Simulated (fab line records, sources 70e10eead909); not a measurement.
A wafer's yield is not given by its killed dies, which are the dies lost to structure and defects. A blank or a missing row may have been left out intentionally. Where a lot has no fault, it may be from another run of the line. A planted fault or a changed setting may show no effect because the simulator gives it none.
Matching of chambers || flow nand_harc || NHARC_P_CONTACT_STRIP_28 on rie_diel-04: 4 sister chambers
The step strips in O2. 30 wafers are shown with their chamber, then 12 later ones without.

== EACH WAFER AND ITS CHAMBER ==
{"wafer": "L079.1", "chamber": 1, "showerhead_plenum_p_Torr (Torr)": 3.47, "drypump_motor_current_A (A)": 5.3, "oes_product_au (a.u.)": 0.998}
{"wafer": "L079.4", "chamber": 2, "showerhead_plenum_p_Torr (Torr)": 3.63, "drypump_motor_current_A (A)": 4.9, "oes_product_au (a.u.)": 0.993}
{"wafer": "L079.6", "chamber": 0, "showerhead_plenum_p_Torr (Torr)": 3.61, "drypump_motor_current_A (A)": 6.0, "oes_product_au (a.u.)": 0.996}
{"wafer": "L078.1", "chamber": 3, "showerhead_plenum_p_Torr (Torr)": 3.63, "drypump_motor_current_A (A)": 5.3, "oes_product_au (a.u.)": 1.006}
{"wafer": "L078.5", "chamber": 0, "showerhead_plenum_p_Torr (Torr)": 3.61, "drypump_motor_current_A (A)": 6.0, "oes_product_au (a.u.)": 0.978}
{"wafer": "L078.6", "chamber": 1, "showerhead_plenum_p_Torr (Torr)": 3.47, "drypump_motor_current_A (A)": 5.3, "oes_product_au (a.u.)": 0.999}
{"wafer": "L080.1", "chamber": 3, "showerhead_plenum_p_Torr (Torr)": 3.63, "drypump_motor_current_A (A)": 5.3, "oes_product_au (a.u.)": 0.999}
{"wafer": "L080.2", "chamber": 1, "showerhead_plenum_p_Torr (Torr)": 3.47, "drypump_motor_current_A (A)": 5.3, "oes_product_au (a.u.)": 0.996}
{"wafer": "L080.4", "chamber": 2, "showerhead_plenum_p_Torr (Torr)": 3.63, "drypump_motor_current_A (A)": 4.9, "oes_product_au (a.u.)": 1.000}
{"wafer": "L081.2", "chamber": 3, "showerhead_plenum_p_Torr (Torr)": 3.63, "drypump_motor_current_A (A)": 5.3, "oes_product_au (a.u.)": 0.990}
{"wafer": "L081.4", "chamber": 1, "showerhead_plenum_p_Torr (Torr)": 3.47, "drypump_motor_current_A (A)": 5.3, "oes_product_au (a.u.)": 0.982}
{"wafer": "L081.6", "chamber": 3, "showerhead_plenum_p_Torr (Torr)": 3.63, "drypump_motor_current_A (A)": 5.3, "oes_product_au (a.u.)": 0.987}
{"wafer": "L082.4", "chamber": 3, "showerhead_plenum_p_Torr (Torr)": 3.63, "drypump_motor_current_A (A)": 5.3, "oes_product_au (a.u.)": 0.989}
{"wafer": "L082.5", "chamber": 3, "showerhead_plenum_p_Torr (Torr)": 3.63, "drypump_motor_current_A (A)": 5.3, "oes_product_au (a.u.)": 0.994}
{"wafer": "L082.6", "chamber": 2, "showerhead_plenum_p_Torr (Torr)": 3.63, "drypump_motor_current_A (A)": 4.9, "oes_product_au (a.u.)": 0.995}
{"wafer": "L084.2", "chamber": 3, "showerhead_plenum_p_Torr (Torr)": 3.63, "drypump_motor_current_A (A)": 5.3, "oes_product_au (a.u.)": 0.987}
{"wafer": "L084.3", "chamber": 2, "showerhead_plenum_p_Torr (Torr)": 3.63, "drypump_motor_current_A (A)": 4.9, "oes_product_au (a.u.)": 0.990}
{"wafer": "L084.5", "chamber": 2, "showerhead_plenum_p_Torr (Torr)": 3.62, "drypump_motor_current_A (A)": 4.9, "oes_product_au (a.u.)": 0.983}
{"wafer": "L089.2", "chamber": 0, "showerhead_plenum_p_Torr (Torr)": 3.61, "drypump_motor_current_A (A)": 6.0, "oes_product_au (a.u.)": 0.982}
{"wafer": "L089.5", "chamber": 2, "showerhead_plenum_p_Torr (Torr)": 3.62, "drypump_motor_current_A (A)": 4.8, "oes_product_au (a.u.)": 0.991}
{"wafer": "L089.6", "chamber": 1, "showerhead_plenum_p_Torr (Torr)": 3.47, "drypump_motor_current_A (A)": 5.2, "oes_product_au (a.u.)": 0.977}
{"wafer": "L088.1", "chamber": 3, "showerhead_plenum_p_Torr (Torr)": 3.63, "drypump_motor_current_A (A)": 5.3, "oes_product_au (a.u.)": 0.998}
{"wafer": "L088.3", "chamber": 0, "showerhead_plenum_p_Torr (Torr)": 3.61, "drypump_motor_current_A (A)": 6.1, "oes_product_au (a.u.)": 0.987}
{"wafer": "L088.6", "chamber": 0, "showerhead_plenum_p_Torr (Torr)": 3.61, "drypump_motor_current_A (A)": 6.1, "oes_product_au (a.u.)": 0.980}
{"wafer": "L092.2", "chamber": 1, "showerhead_plenum_p_Torr (Torr)": 3.46, "drypump_motor_current_A (A)": 5.3, "oes_product_au (a.u.)": 0.978}
{"wafer": "L092.4", "chamber": 0, "showerhead_plenum_p_Torr (Torr)": 3.60, "drypump_motor_current_A (A)": 6.0, "oes_product_au (a.u.)": 0.983}
{"wafer": "L092.6", "chamber": 2, "showerhead_plenum_p_Torr (Torr)": 3.62, "drypump_motor_current_A (A)": 4.9, "oes_product_au (a.u.)": 0.995}
{"wafer": "L094.2", "chamber": 1, "showerhead_plenum_p_Torr (Torr)": 3.46, "drypump_motor_current_A (A)": 5.2, "oes_product_au (a.u.)": 0.975}
{"wafer": "L094.5", "chamber": 0, "showerhead_plenum_p_Torr (Torr)": 3.60, "drypump_motor_current_A (A)": 6.0, "oes_product_au (a.u.)": 0.985}
{"wafer": "L094.6", "chamber": 3, "showerhead_plenum_p_Torr (Torr)": 3.63, "drypump_motor_current_A (A)": 5.3, "oes_product_au (a.u.)": 0.995}

SIGNATURES, as means of the wafers listed above
{"reading": "showerhead_plenum_p_Torr", "chamber 0": 3.6071, "chamber 1": 3.4671, "chamber 2": 3.6257, "chamber 3": 3.6300, "scatter within a chamber": 0.00419}
{"reading": "drypump_motor_current_A", "chamber 0": 6.029, "chamber 1": 5.271, "chamber 2": 4.886, "chamber 3": 5.300, "scatter within a chamber": 0.0378}
{"reading": "oes_product_au", "chamber 0": 0.98443, "chamber 1": 0.98643, "chamber 2": 0.99243, "chamber 3": 0.99389, "scatter within a chamber": 0.00733}
Rule: for a wafer and a chamber, the distance is found by dividing, reading by reading, the gap between the wafer's reading and the chamber's mean by the reading's scatter, squaring, summing and taking the root. If the next closest chamber is less than 2 further off than the closest, the wafer can't be placed; otherwise it belongs to the closest. The scatter: take each reading less its chamber's mean, square it, sum over the shown wafers, divide by the number of wafers less the number of chambers, and take the root.

== WAFERS MISSING THEIR CHAMBER ==
{"wafer": "L093.1", "showerhead_plenum_p_Torr (Torr)": 3.62, "drypump_motor_current_A (A)": 4.8, "oes_product_au (a.u.)": 0.989}
{"wafer": "L093.2", "showerhead_plenum_p_Torr (Torr)": 3.46, "drypump_motor_current_A (A)": 5.3, "oes_product_au (a.u.)": 0.969}
{"wafer": "L093.6", "showerhead_plenum_p_Torr (Torr)": 3.60, "drypump_motor_current_A (A)": 6.0, "oes_product_au (a.u.)": 0.981}
{"wafer": "L095.1", "showerhead_plenum_p_Torr (Torr)": 3.62, "drypump_motor_current_A (A)": 4.9, "oes_product_au (a.u.)": 0.990}
{"wafer": "L095.3", "showerhead_plenum_p_Torr (Torr)": 3.60, "drypump_motor_current_A (A)": 6.1, "oes_product_au (a.u.)": 0.976}
{"wafer": "L095.6", "showerhead_plenum_p_Torr (Torr)": 3.60, "drypump_motor_current_A (A)": 6.0, "oes_product_au (a.u.)": 0.981}
{"wafer": "L096.1", "showerhead_plenum_p_Torr (Torr)": 3.46, "drypump_motor_current_A (A)": 5.2, "oes_product_au (a.u.)": 0.967}
{"wafer": "L096.4", "showerhead_plenum_p_Torr (Torr)": 3.60, "drypump_motor_current_A (A)": 6.0, "oes_product_au (a.u.)": 0.989}
{"wafer": "L096.5", "showerhead_plenum_p_Torr (Torr)": 3.60, "drypump_motor_current_A (A)": 6.0, "oes_product_au (a.u.)": 0.988}
{"wafer": "L097.3", "showerhead_plenum_p_Torr (Torr)": 3.62, "drypump_motor_current_A (A)": 5.3, "oes_product_au (a.u.)": 0.999}
{"wafer": "L097.4", "showerhead_plenum_p_Torr (Torr)": 3.46, "drypump_motor_current_A (A)": 5.3, "oes_product_au (a.u.)": 0.972}
{"wafer": "L097.6", "showerhead_plenum_p_Torr (Torr)": 3.62, "drypump_motor_current_A (A)": 4.8, "oes_product_au (a.u.)": 0.995}

== CHAMBER TAKEN BY EACH ==
{"wafer": "L093.1", "from the rows above": 2, "in truth": 2}
{"wafer": "L093.2", "from the rows above": 1, "in truth": 1}
{"wafer": "L093.6", "from the rows above": 0, "in truth": 0}
{"wafer": "L095.1", "from the rows above": 2, "in truth": 2}
{"wafer": "L095.3", "from the rows above": 0, "in truth": 0}
{"wafer": "L095.6", "from the rows above": 0, "in truth": 0}
{"wafer": "L096.1", "from the rows above": 1, "in truth": 1}
{"wafer": "L096.4", "from the rows above": 0, "in truth": 0}
{"wafer": "L096.5", "from the rows above": 0, "in truth": 0}
{"wafer": "L097.3", "from the rows above": 3, "in truth": 3}
{"wafer": "L097.4", "from the rows above": 1, "in truth": 1}
{"wafer": "L097.6", "from the rows above": 2, "in truth": 2}
Correctly placed: 12 of 12. Can't be placed from these rows: 0. Number placed wrongly: 0.
